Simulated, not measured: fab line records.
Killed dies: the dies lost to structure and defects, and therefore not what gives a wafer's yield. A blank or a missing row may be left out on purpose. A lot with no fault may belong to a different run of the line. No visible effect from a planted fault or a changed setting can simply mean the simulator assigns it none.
Matching of chambers	flow n5Finfet	N5_BEOL_M2_PRE_CLEAN_60 on cvdCo-02: 3 sister chambers
The step time 15 s. 6 wafers are shown with their chamber, then 8 later ones without.

## WAFERS, EACH WITH ITS CHAMBER
wafer	chamber	heaterPowerOuterW (W)	heaterPowerW (W)
L237.3	2	29	92
L237.5	1	12	75
L239.1	2	28	89
L239.2	0	19	88
L239.3	1	12	77
L241.2	0	19	90

## WAFERS WITHOUT THEIR CHAMBER
wafer	heaterPowerOuterW (W)	heaterPowerW (W)
L241.3	29	90
L241.4	20	87
L243.2	12	78
L243.4	28	92
L243.5	20	88
L249.1	29	91
L249.4	20	86
L249.6	12	79

## WHICH CHAMBER EACH ONE RAN IN
wafer	from the rows above	in truth
L241.3	2	2
L241.4	0	0
L243.2	1	1
L243.4	2	2
L243.5	0	0
L249.1	2	2
L249.4	0	0
L249.6	1	1
8 of 8 placed correctly. Left unplaced by these rows: 0. Number placed wrongly: 0.
How it was worked out, from the rows above alone: a wafer's distance from a chamber is the root of the sum, over the readings, of the square of ((its reading less the chamber's mean) divided by the reading's scatter). The wafer belongs to the nearest chamber; if the next one is less than 2 further off, it can't be placed. For every chamber, the mean is computed from those of its wafers that are shown. The scatter is the square root of a quotient: the sum, over the shown wafers, of each reading's squared deviation from its chamber's mean, divided by wafers minus chambers.
